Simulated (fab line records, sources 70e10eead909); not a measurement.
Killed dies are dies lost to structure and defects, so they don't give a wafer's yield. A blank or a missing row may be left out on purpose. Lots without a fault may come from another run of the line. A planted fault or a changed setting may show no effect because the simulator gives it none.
fab line records | flow nand_harc
record lots=13 wafers=39 last_day=24
route steps=1159 shown A_CONTACT@906 END@1159
lots that met no fault: from a run of the same line without faults
start_h: hours from the record's first day to the start of the lot's first wafer shown | wait_h: hours since the lot's step before | " the same as in the row above | L1.1+2: a row that stands for several wafers | - no value, or no start given | * or withheld: withheld | < > ~ a bound
route shown NAME@n: a module of which the file shows steps, and the number in the route of the first | usual: mean/standard deviation of fault-free wafers | same: alike in all rows | chamber/n: place in a boat | sites: the reading at each site | _std_site: their standard deviation | _edge_site: outer sites' mean less inner sites' | radius_mm: how far each site lies from the wafer's centre | mask NAME#n: copy n | behind: the tool/chamber that last shaped the wafer | hold: why the lot was held/for how many hours/how that ended | device: the transistor (n, p or np) that didn't switch | end of line: the same wafers' tests at the end of the route | a step without rows: its recipe alone | killed: dies lost to structure and defects at the first sort, not the wafer's yield | map: a wafer's dies, x killed, . not, _ none there
set.NAME: the setting as run; set.NAME@STEP: as run at that earlier step | model.NAME: the simulator's own value behind a step, which no gauge read
steps of the route over a sample of lots; a table a step, a row a wafer
services: from which hour (start_h, from the record's first day; less than 0 if before it) a tool's chamber was out of use, for how many hours, and why
## steps
# step NHARC_A_CONTACT_ETCH_126
# recipe source_w=withheld pressure_mtorr=20 bias_v=1200 time_s=155 target_depth_a=9560 ar_flow_sccm=withheld c4f8_flow_sccm=withheld o2_flow_sccm=withheld chemistry=C4F8/O2/Ar
# usual oes_air_line_au=0.992/0.02
# columns lot.wafer tool chamber start_h wait_h oes_air_line_au rf_hours_counter_h
L888.1 har_cap_etch-02 0 382.95 0.2 0.977 11
L888.3 " 1 " " 1.018 -
L888.5 " 0 " " 0.999 -
L889.1 har_cap_etch-03 0 391.74 0.1 1.010 85
L889.4 " 1 " " 0.975 -
L889.6 " 0 " " 1.013 -
L893.2 har_cap_etch-01 0 392.59 0.2 1.052 57
L893.3 " 1 " " 1.011 -
L893.6 " 0 " " 1.028 -
L894.1 har_cap_etch-01 1 400.48 0.1 0.999 59
L894.3 " 1 " " 1.007 -
L894.5 " 1 " " 0.980 -
L892.2 har_cap_etch-02 1 415.57 0.1 0.978 16
L892.3 " 0 " " 0.986 -
L892.6 " 1 " " 1.016 -
L898.2 har_cap_etch-03 0 450.29 0.2 0.990 95
L898.3 " 1 " " 0.988 -
L898.5 " 1 " " 0.980 -
L902.1 har_cap_etch-01 1 459.63 0.1 0.989 68
L902.5 " 1 " " 0.976 -
L902.6 " 0 " " 0.978 -
L903.2 har_cap_etch-03 1 465.24 0.1 1.013 99
L903.5 " 1 " " 1.010 -
L903.6 " 0 " " 0.962 -
L906.2 har_cap_etch-02 1 470.10 0.1 1.020 29
L906.4 " 0 " " 0.978 -
L906.5 " 1 " " 1.014 -
L907.3 har_cap_etch-03 0 472.94 0.1 1.012 -
L907.4 " 1 " " 0.986 -
L907.5 " 1 " " 1.040 -
L905.1 har_cap_etch-02 0 474.52 0.1 0.959 31
L905.4 " 1 " " 0.964 -
L905.3 " 0 " " 0.988 -
L908.1 har_cap_etch-01 0 507.39 0.1 0.932 77
L908.4 " 1 " " 0.961 -
L908.5 " 0 " " 0.966 -
L911.2 har_cap_etch-03 0 510.92 0.1 0.985 107
L911.3 " 1 " " 0.972 -
L911.6 " 0 " " 1.009 -
# step NHARC_A_CONTACT_DEP_85
# recipe target_thk_a=500 target_thk_nm=50 temp_c=400 pressure_torr=3.5 flow_sccm=200 rf_w=350 material=SiON
# usual heater_power_w=728/83
# columns lot.wafer tool chamber start_h wait_h heater_power_w
L888.3 pecvd-03 1 387.38 0.7 846
L888.1 " 2 " " 712
L888.5 " 1 " " 821
L889.1 pecvd-03 1 397.17 1.1 768
L889.6 " 0 " " 672
L889.4 " 2 " " 728
L893.3 pecvd-02 2 398.37 0.6 701
L893.2 " 1 " " 556
L893.6 " 2 " " 675
L894.1 pecvd-02 1 406.89 1.1 582
L894.3 " 2 " " 676
L894.5 " 1 " " 587
L892.2 pecvd-02 2 420.93 0.9 672
L892.3 " 0 " " 673
L892.6 " 0 " " 675
L898.2 pecvd-03 0 458.05 0.9 628
L898.3 " 1 " " 827
L898.5 " 2 " " 822
L902.1 pecvd-03 2 466.07 1.1 768
L902.6 " 2 " " 741
L902.5 " 1 " " 835
L903.2 pecvd-03 1 469.31 0.9 886
L903.5 " 1 " " 862
L903.6 " 0 " " 623
L906.2 pecvd-02 0 474.32 1.1 684
L906.4 " 2 " " 746
L906.5 " 0 " " 656
L907.3 pecvd-04 1 476.98 0.7 845
L907.4 " 0 " " 836
L907.5 " 2 " " 677
L905.3 pecvd-04 0 478.97 0.6 778
L905.1 " 2 " " 703
L905.4 " 2 " " 702
L908.1 pecvd-03 0 511.40 1.1 734
L908.5 " 0 " " 711
L908.4 " 1 " " 800
L911.3 pecvd-03 2 515.06 0.6 855
L911.2 " 1 " " 709
L911.6 " 1 " " 708
# step NHARC_A_CONTACT_SOFTBAKE_03
# recipe temp_c=105 time_s=55
# usual heater_power_total_W=188.46/0.14
# columns lot.wafer tool chamber start_h wait_h heater_power_total_W
L888.1 litho_track-06 0 387 - 188.48
L888.3 " 0 " " 188.42
L888.5 " 0 " " 188.35
L889.1 litho_track-06 0 397 - 188.25
L889.4 " 0 " " 188.41
L889.6 " 0 " " 188.47
L893.2 litho_track-04 0 398 - 188.62
L893.3 " 0 " " 188.43
L893.6 " 0 " " 188.48
L894.1 litho_track-01 0 407 - 188.78
L894.3 " 0 " " 188.22
L894.5 " 0 " " 188.47
L892.2 litho_track-04 0 421 - 188.48
L892.3 " 0 " " 188.38
L892.6 " 0 " " 188.42
L898.2 litho_track-04 0 458 - 188.54
L898.3 " 0 " " 188.50
L898.5 " 0 " " 188.44
L902.1 litho_track-06 0 466 - 188.47
L902.5 " 0 " " 188.27
L902.6 " 0 " " 188.69
L903.2 litho_track-01 0 469 - 191.23
L903.5 " 0 " " 191.15
L903.6 " 0 " " 191.17
L906.2 litho_track-04 0 474 - 188.35
L906.4 " 0 " " 188.45
L906.5 " 0 " " 188.44
L907.3 litho_track-06 0 477 - 188.32
L907.4 " 0 " " 188.49
L907.5 " 0 " " 188.50
L905.1 litho_track-01 0 479 - 191.07
L905.3 " 0 " " 191.07
L905.4 " 0 " " 191.36
L908.1 litho_track-06 0 511 - 188.54
L908.4 " 0 " " 188.40
L908.5 " 0 " " 188.41
L911.2 litho_track-04 0 515 - 188.24
L911.3 " 0 " " 188.45
L911.6 " 0 " " 188.59
# step NHARC_A_CONTACT_ETCH_89
# recipe target_depth_a=2600 over_etch_frac=0.3 time_s=475.3 ion_energy_ev=200 n2_flow_sccm=150 h2_flow_sccm=150 ar_flow_sccm=0 rf_w=400 bias_w=150 chemistry=N2/H2
# usual drypump_motor_current_A=5.7/0.43 n2_flow_sccm=150.0/0.42 oes_product_au=1.002/0.014 rf_vpp_V=430.5/2 showerhead_plenum_p_Torr=2.04/0.066 throttle_valve_pct=14.172/0.0086
# columns lot.wafer tool chamber start_h wait_h drypump_motor_current_A n2_flow_sccm oes_product_au rf_hours_counter_h rf_vpp_V showerhead_plenum_p_Torr throttle_valve_pct
L888.3 rie_diel-05 0 - - 5.4 150.9 0.999 7 432.1 2.08 14.164
L888.1 " 2 " " 6.4 150.0 1.021 8 427.0 1.93 14.177
L888.5 " 0 " " 5.4 150.9 1.009 - 431.2 2.08 14.158
L889.1 rie_diel-05 3 - - 5.4 150.4 1.010 9 429.1 2.02 14.176
L889.4 " 0 " " 5.4 149.9 1.006 9 430.4 2.08 14.165
L889.6 " 3 " " 5.4 149.9 0.992 - 430.0 2.02 14.174
L893.2 rie_diel-13 2 - - 6.0 150.5 1.008 42 434.5 2.14 14.173
L893.3 " 3 " " 5.6 149.3 0.992 43 432.3 2.14 14.174
L893.6 " 3 " " 5.6 149.5 0.992 - 432.7 2.14 14.163
L894.3 rie_diel-05 1 - - 5.2 150.0 0.993 13 432.1 2.09 14.181
L894.1 " 3 " " 5.4 150.1 1.003 12 429.1 2.02 14.170
L894.5 " 1 " " 5.2 149.5 0.995 - 432.0 2.09 14.176
L892.3 rie_diel-05 0 - - 5.4 149.5 1.011 15 432.5 2.08 14.188
L892.2 " 2 " " 6.4 149.7 1.011 16 426.3 1.93 14.178
L892.6 " 3 " " 5.4 150.5 0.995 - 430.3 2.02 14.174
L898.2 rie_diel-07 2 - - 5.9 150.4 1.024 16 429.3 2.03 14.159
L898.3 " 0 " " 6.3 149.9 1.004 17 428.5 1.99 14.177
L898.5 " 2 " " 5.8 149.7 1.019 - 429.9 2.03 14.166
L902.1 rie_diel-05 3 - - 5.4 150.5 0.988 25 430.5 2.01 14.180
L902.6 " 1 " " 5.2 150.4 0.988 - 432.8 2.08 14.166
L902.5 " 2 " " 6.4 150.6 1.020 - 428.6 1.92 14.178
L903.2 rie_diel-05 0 - - 5.4 150.2 0.996 26 431.3 2.07 14.154
L903.5 " 1 " " 5.2 150.0 0.971 - 432.0 2.08 14.175
L903.6 " 2 " " 6.4 149.8 1.010 - 427.1 1.92 14.185
L906.2 rie_diel-07 1 - - 6.0 149.1 0.973 24 430.2 2.02 14.169
L906.4 " 2 " " 5.9 150.0 1.012 23 429.2 2.02 14.180
L906.5 " 2 " " 5.9 150.5 1.010 - 431.0 2.02 14.169
L907.3 rie_diel-07 2 - - 5.9 150.0 1.010 24 430.7 2.02 14.169
L907.4 " 1 " " 6.1 150.6 0.975 24 431.3 2.02 14.184
L907.5 " 3 " " 5.8 149.7 1.018 - 431.2 2.06 14.176
L905.1 rie_diel-13 3 - - 5.6 149.5 1.015 7 434.1 2.13 14.175
L905.3 " 0 " " 5.6 150.0 0.984 8 433.6 2.17 14.183
L905.4 " 1 " " 5.6 149.8 0.991 8 432.6 2.12 14.188
L908.1 rie_diel-05 2 - - 6.4 150.3 1.018 34 429.8 1.92 14.168
L908.4 " 0 " " 5.4 149.9 1.018 34 429.8 2.07 14.187
L908.5 " 2 " " 6.4 149.8 1.022 - 428.1 1.92 14.178
L911.2 rie_diel-05 2 - - 6.4 150.1 1.016 35 427.2 1.92 14.168
L911.3 " 1 " " 5.2 150.5 0.993 35 431.8 2.08 14.159
L911.6 " 2 " " 6.4 149.4 1.018 - 427.0 1.92 14.179
# step NHARC_END_SORT_01
# recipe temp_c=25
# usual killed_at_array=29/11 killed_at_other=0.5/0.89 killed_at_periphery=3.3/2 killed_dies=32/11 killed_open=3.1/1.9 killed_short=2.3/1.6
# same gross_dies=677
# columns lot.wafer tool chamber start_h wait_h killed_at_array killed_at_other killed_at_periphery killed_dies killed_open killed_short
L902.1 prober-02 0 518.85 2.5 30 0 3 33 4 5
L902.5 prober-02 0 522.02 3.7 22 1 2 25 5 1
L902.6 prober-02 0 522.81 4.0 32 0 1 33 7 1
L906.2 prober-02 0 539.57 2.8 56 0 1 57 1 3
L906.4 prober-02 0 541.18 3.4 45 1 1 47 2 4
L906.5 prober-02 0 541.98 3.7 39 0 4 43 5 1
L905.1 prober-01 0 554.27 2.5 19 0 5 24 4 4
L905.3 prober-01 0 555.88 3.1 16 0 9 25 3 4
L905.4 prober-01 0 556.69 3.4 16 0 3 19 2 5
# killed by level:class
L902.1 A_CHANNEL_HOLE_D1:chamber_film_flake=22 P_CONTACT:geometric_particle:open=2 A_CONTACT:chamber_film_flake=2 P_M2:geometric_particle:short=1 A_ONON_D1:geometric_particle:short=1 A_CHANNEL_FILL_D1:geometric_particle:short=1 A_CHANNEL_FILL_D1:geometric_particle:open=1 A_SGD_CUT:geometric_particle:open=1
L902.5 A_CHANNEL_HOLE_D1:chamber_film_flake=16 P_M1:geometric_particle:open=2 A_CHANNEL_FILL_D1:geometric_particle:short=1 A_WL_FILL:geometric_particle:open=1 A_CONTACT:geometric_particle:open=1 A_BLC:geometric_particle:open=1 A_STAIRCASE:chamber_film_flake=1 A_CONTACT:chamber_film_flake=1
L902.6 A_CHANNEL_HOLE_D1:chamber_film_flake=23 A_CONTACT:geometric_particle:open=4 A_STAIRCASE:chamber_film_flake=2 P_M2:geometric_particle:open=1 A_WL_FILL:geometric_particle:short=1 A_WL_FILL:geometric_particle:open=1 A_M0:geometric_particle:open=1
L906.2 A_CHANNEL_HOLE_D1:chamber_film_flake=34 A_SLIT:chamber_film_flake=13 A_STAIRCASE:chamber_film_flake=3 A_CONTACT:chamber_film_flake=2 A_ONON_D1:geometric_particle:short=1 A_SGD_CUT:geometric_particle:open=1 A_WL_FILL:geometric_particle:short=1 A_CONTACT:geometric_particle:short=1
L906.4 A_CHANNEL_HOLE_D1:chamber_film_flake=21 A_SLIT:chamber_film_flake=16 A_CHANNEL_FILL_D1:geometric_particle:short=2 A_WL_FILL:chamber_film_flake=2 A_WL_FILL:geometric_particle:open=1 A_CONTACT:geometric_particle:open=1 A_M1:geometric_particle:short=1 P_STI:chamber_film_flake=1
L906.5 A_CHANNEL_HOLE_D1:chamber_film_flake=15 A_SLIT:chamber_film_flake=14 A_CONTACT:chamber_film_flake=5 A_CONTACT:geometric_particle:open=3 P_STI:geometric_particle:open=1 P_GATE:geometric_particle:open=1 A_ONON_D1:geometric_particle:short=1 P_STI:chamber_film_flake=1
L905.1 A_CHANNEL_HOLE_D1:chamber_film_flake=7 P_ZERO_WELL:chamber_film_flake=3 A_STAIRCASE:chamber_film_flake=3 A_CONTACT:geometric_particle:open=2 A_M1:chamber_film_flake=2 P_GATE:geometric_particle:open=1 A_CHANNEL_HOLE_D1:geometric_particle:open=1 A_SLIT:geometric_particle:short=1
L905.3 A_CHANNEL_HOLE_D1:chamber_film_flake=6 P_ZERO_WELL:chamber_film_flake=4 A_WL_FILL:geometric_particle:short=3 A_M1:chamber_film_flake=3 A_CONTACT:geometric_particle:open=2 P_STI:chamber_film_flake=2 P_GATE:chamber_film_flake=2 P_M0:geometric_particle:short=1
L905.4 A_CHANNEL_HOLE_D1:chamber_film_flake=7 A_STAIRCASE:chamber_film_flake=3 A_WL_FILL:geometric_particle:short=2 P_GATE:geometric_particle:short=1 P_M0:geometric_particle:open=1 A_CONTACT:geometric_particle:short=1 A_BLC:geometric_particle:short=1 A_BLC:geometric_particle:open=1
## services
# columns tool chamber start_h hours kind
rie_diel-05 0 374.29 - clean
rie_diel-05 1 374.29 - clean
rie_diel-05 2 374.29 - clean
rie_diel-05 3 374.29 - clean
pecvd-04 - 376.27 13.0 pm
rie_diel-13 - 377.73 0.4 repair
rie_diel-05 1 392.31 2.7 repair
rie_diel-05 0 398.94 - clean
rie_diel-05 1 398.94 - clean
rie_diel-05 2 398.94 - clean
rie_diel-05 3 398.94 - clean
rie_diel-07 - 405.27 9.0 pm
pecvd-02 1 419.08 12.6 repair
pecvd-03 1 423.89 2.6 repair
rie_diel-05 3 429.14 11.9 repair
litho_track-01 - 443.00 7.0 pm
rie_diel-13 - 453.44 9.0 pm
pecvd-04 0 466.14 5.1 repair
litho_track-06 - 467.00 7.0 pm
pecvd-03 - 473.00 13.0 pm
rie_diel-07 - 489.58 0.3 repair
litho_track-04 - 491.00 7.0 pm
rie_diel-07 1 512.87 5.5 repair
pecvd-02 - 515.00 13.0 pm
## key
first_sign step=NHARC_A_CONTACT_SOFTBAKE_03 reading=heater_power_total_W direction=up sigmas=20 usual=* struck=*
effect none on later readings
met_at NHARC_A_CONTACT_SOFTBAKE_03
struck_lots L903,L905
tester_left_out L903,L905
not_acting_at NHARC_A_CONTACT_ETCH_126,NHARC_A_CONTACT_DEP_85,NHARC_A_CONTACT_ETCH_89
onset_between 407 469
fault kind=process_parameter_drift tool=litho_track-01 chamber=- onset_h=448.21 steps=NHARC_A_CONTACT_SOFTBAKE_03 channel=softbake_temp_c offset=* shape=step end_h=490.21 acts_in=* stated=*
# tester_left_out: of these lots the tester's yield and bins aren't shown, on N5 and GAA mostly nor the transistor test; their killed dies are dies lost to structure and defects alone, not to doping, threshold or leakage, so they don't give the yield
